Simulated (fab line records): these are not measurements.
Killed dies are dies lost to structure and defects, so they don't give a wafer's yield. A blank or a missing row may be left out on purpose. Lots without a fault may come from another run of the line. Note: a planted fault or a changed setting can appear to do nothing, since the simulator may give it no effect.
Matching of chambers | flow n5Finfet | rieDiel-05 running N5_BEOL_M2_ETCH_77: 4 sister chambers
The step etches underlayer in N2/H2, target depth 6.5 nm, time 5.2 s. 7 wafers are shown with their chamber, then 7 later ones without.

== WAFERS, EACH WITH ITS CHAMBER ==
wafer  | chamber | showerheadPlenumPTorr (Torr) | throttleValvePct (%)
L074.3 | 1       | 2.53                         | 17.92
L076.6 | 3       | 2.49                         | 17.87
L079.2 | 2       | 2.63                         | 17.53
L079.4 | 3       | 2.49                         | 17.89
L079.6 | 0       | 2.52                         | 17.87
L084.1 | 2       | 2.62                         | 17.53
L084.2 | 0       | 2.52                         | 17.90

== WAFERS WHOSE CHAMBER IS MISSING ==
wafer  | showerheadPlenumPTorr (Torr) | throttleValvePct (%)
L084.3 | 2.49                         | 17.89
L087.1 | 2.48                         | 17.92
L087.5 | 2.48                         | 17.88
L087.6 | 2.51                         | 17.89
L094.3 | 2.51                         | 17.91
L094.4 | 2.61                         | 17.59
L094.5 | 2.51                         | 18.03

== CHAMBER TAKEN BY EACH ==
wafer  | from the rows above     | in truth
L084.3 | 3                       | 3
L087.1 | 3                       | 3
L087.5 | 3                       | 3
L087.6 | 0                       | 0
L094.3 | can't be placed: 0 or 1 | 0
L094.4 | 2                       | 2
L094.5 | can't be placed: 1 or 0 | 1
5 of 7 placed correctly. From these rows, 2 cannot be placed; in 2 the true chamber is one of the candidates. Wrongly placed: 0.
How it was worked out, from the rows above alone: a wafer's distance from a chamber is the root of the sum, over the readings, of the square of ((its reading less the chamber's mean) divided by the reading's scatter). If the next closest chamber is less than 2 further off than the closest, the wafer can't be placed; otherwise it belongs to the closest. Each chamber's mean is taken over the wafers shown for it. The scatter is the square root of a quotient: the sum, over the shown wafers, of each reading's squared deviation from its chamber's mean, divided by wafers minus chambers.
